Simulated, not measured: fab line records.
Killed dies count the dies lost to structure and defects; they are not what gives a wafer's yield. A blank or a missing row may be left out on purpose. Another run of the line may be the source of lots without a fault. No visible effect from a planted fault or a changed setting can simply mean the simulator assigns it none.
Chamber matching / flow n5Finfet / rieDiel-03 running N5_BEOL_M1_DESCUM_16: 4 sister chambers
The step chemistry O2, time 7 s. 22 wafers are shown with their chamber, then 11 later ones without.

## EACH WAFER AND ITS CHAMBER
wafer=L074.1; chamber=1; showerheadPlenumPTorr (Torr)=2.06; drypumpMotorCurrentA (A)=5.1; throttleValvePct (%)=20.77
wafer=L074.2; chamber=0; showerheadPlenumPTorr (Torr)=2.19; drypumpMotorCurrentA (A)=5.4; throttleValvePct (%)=20.82
wafer=L074.3; chamber=3; showerheadPlenumPTorr (Torr)=2.00; drypumpMotorCurrentA (A)=5.2; throttleValvePct (%)=20.50
wafer=L074.4; chamber=2; showerheadPlenumPTorr (Torr)=2.06; drypumpMotorCurrentA (A)=5.8; throttleValvePct (%)=21.03
wafer=L074.5; chamber=3; showerheadPlenumPTorr (Torr)=2.00; drypumpMotorCurrentA (A)=5.2; throttleValvePct (%)=20.51
wafer=L074.6; chamber=2; showerheadPlenumPTorr (Torr)=2.06; drypumpMotorCurrentA (A)=5.8; throttleValvePct (%)=21.06
wafer=L075.1; chamber=2; showerheadPlenumPTorr (Torr)=2.06; drypumpMotorCurrentA (A)=5.9; throttleValvePct (%)=21.05
wafer=L075.4; chamber=0; showerheadPlenumPTorr (Torr)=2.19; drypumpMotorCurrentA (A)=5.4; throttleValvePct (%)=20.82
wafer=L075.6; chamber=2; showerheadPlenumPTorr (Torr)=2.06; drypumpMotorCurrentA (A)=5.9; throttleValvePct (%)=21.05
wafer=L076.2; chamber=2; showerheadPlenumPTorr (Torr)=2.06; drypumpMotorCurrentA (A)=5.8; throttleValvePct (%)=21.06
wafer=L076.5; chamber=3; showerheadPlenumPTorr (Torr)=2.00; drypumpMotorCurrentA (A)=5.2; throttleValvePct (%)=20.51
wafer=L076.6; chamber=0; showerheadPlenumPTorr (Torr)=2.19; drypumpMotorCurrentA (A)=5.4; throttleValvePct (%)=20.81
wafer=L080.3; chamber=1; showerheadPlenumPTorr (Torr)=2.05; drypumpMotorCurrentA (A)=5.1; throttleValvePct (%)=20.81
wafer=L080.4; chamber=2; showerheadPlenumPTorr (Torr)=2.06; drypumpMotorCurrentA (A)=5.9; throttleValvePct (%)=21.07
wafer=L080.5; chamber=0; showerheadPlenumPTorr (Torr)=2.19; drypumpMotorCurrentA (A)=5.4; throttleValvePct (%)=20.81
wafer=L083.2; chamber=0; showerheadPlenumPTorr (Torr)=2.19; drypumpMotorCurrentA (A)=5.4; throttleValvePct (%)=20.82
wafer=L083.3; chamber=3; showerheadPlenumPTorr (Torr)=2.00; drypumpMotorCurrentA (A)=5.2; throttleValvePct (%)=20.54
wafer=L083.4; chamber=1; showerheadPlenumPTorr (Torr)=2.05; drypumpMotorCurrentA (A)=5.1; throttleValvePct (%)=20.81
wafer=L084.1; chamber=3; showerheadPlenumPTorr (Torr)=2.00; drypumpMotorCurrentA (A)=5.2; throttleValvePct (%)=20.53
wafer=L084.2; chamber=1; showerheadPlenumPTorr (Torr)=2.05; drypumpMotorCurrentA (A)=5.1; throttleValvePct (%)=20.83
wafer=L084.3; chamber=0; showerheadPlenumPTorr (Torr)=2.19; drypumpMotorCurrentA (A)=5.4; throttleValvePct (%)=20.83
wafer=L091.1; chamber=0; showerheadPlenumPTorr (Torr)=2.18; drypumpMotorCurrentA (A)=5.4; throttleValvePct (%)=20.85

SIGNATURES (means of the wafers above)
reading=showerheadPlenumPTorr; chamber 0=2.1886; chamber 1=2.0525; chamber 2=2.0600; chamber 3=2.0000; scatter within a chamber=0.00299
reading=drypumpMotorCurrentA; chamber 0=5.400; chamber 1=5.100; chamber 2=5.850; chamber 3=5.200; scatter within a chamber=0.0289
reading=throttleValvePct; chamber 0=20.8229; chamber 1=20.8050; chamber 2=21.0533; chamber 3=20.5180; scatter within a chamber=0.0168
Rule: a wafer lies at a distance from a chamber equal to the root of the sum of squares, over the readings, of (its reading less the chamber's mean, divided by the reading's scatter). If the next closest chamber is less than 2 further off than the closest, the wafer can't be placed; otherwise it belongs to the closest. The scatter: take each reading less its chamber's mean, square it, sum over the shown wafers, divide by the number of wafers less the number of chambers, and take the root.

## WAFERS WITH NO CHAMBER GIVEN
wafer=L091.3; showerheadPlenumPTorr (Torr)=1.99; drypumpMotorCurrentA (A)=5.2; throttleValvePct (%)=20.56
wafer=L091.6; showerheadPlenumPTorr (Torr)=2.05; drypumpMotorCurrentA (A)=5.1; throttleValvePct (%)=20.84
wafer=L092.1; showerheadPlenumPTorr (Torr)=2.04; drypumpMotorCurrentA (A)=5.1; throttleValvePct (%)=20.84
wafer=L092.4; showerheadPlenumPTorr (Torr)=1.99; drypumpMotorCurrentA (A)=5.2; throttleValvePct (%)=20.58
wafer=L092.6; showerheadPlenumPTorr (Torr)=2.05; drypumpMotorCurrentA (A)=5.8; throttleValvePct (%)=20.61
wafer=L094.1; showerheadPlenumPTorr (Torr)=2.04; drypumpMotorCurrentA (A)=5.1; throttleValvePct (%)=20.82
wafer=L094.2; showerheadPlenumPTorr (Torr)=2.05; drypumpMotorCurrentA (A)=5.9; throttleValvePct (%)=20.63
wafer=L094.5; showerheadPlenumPTorr (Torr)=1.99; drypumpMotorCurrentA (A)=5.2; throttleValvePct (%)=20.57
wafer=L097.1; showerheadPlenumPTorr (Torr)=2.05; drypumpMotorCurrentA (A)=5.9; throttleValvePct (%)=20.63
wafer=L097.3; showerheadPlenumPTorr (Torr)=2.18; drypumpMotorCurrentA (A)=5.4; throttleValvePct (%)=20.87
wafer=L097.5; showerheadPlenumPTorr (Torr)=2.05; drypumpMotorCurrentA (A)=5.9; throttleValvePct (%)=20.63

## WHICH CHAMBER EACH WENT THROUGH
wafer=L091.3; from the rows above=3; in truth=3
wafer=L091.6; from the rows above=1; in truth=1
wafer=L092.1; from the rows above=1; in truth=1
wafer=L092.4; from the rows above=3; in truth=3
wafer=L092.6; from the rows above=can't be placed: 2 or 1 or 3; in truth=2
wafer=L094.1; from the rows above=1; in truth=1
wafer=L094.2; from the rows above=2; in truth=2
wafer=L094.5; from the rows above=3; in truth=3
wafer=L097.1; from the rows above=2; in truth=2
wafer=L097.3; from the rows above=0; in truth=0
wafer=L097.5; from the rows above=2; in truth=2
Correct placement for 10 of the 11. Not placeable from these rows: 1 (in 1, the candidates include the true chamber). Number placed wrongly: 0.
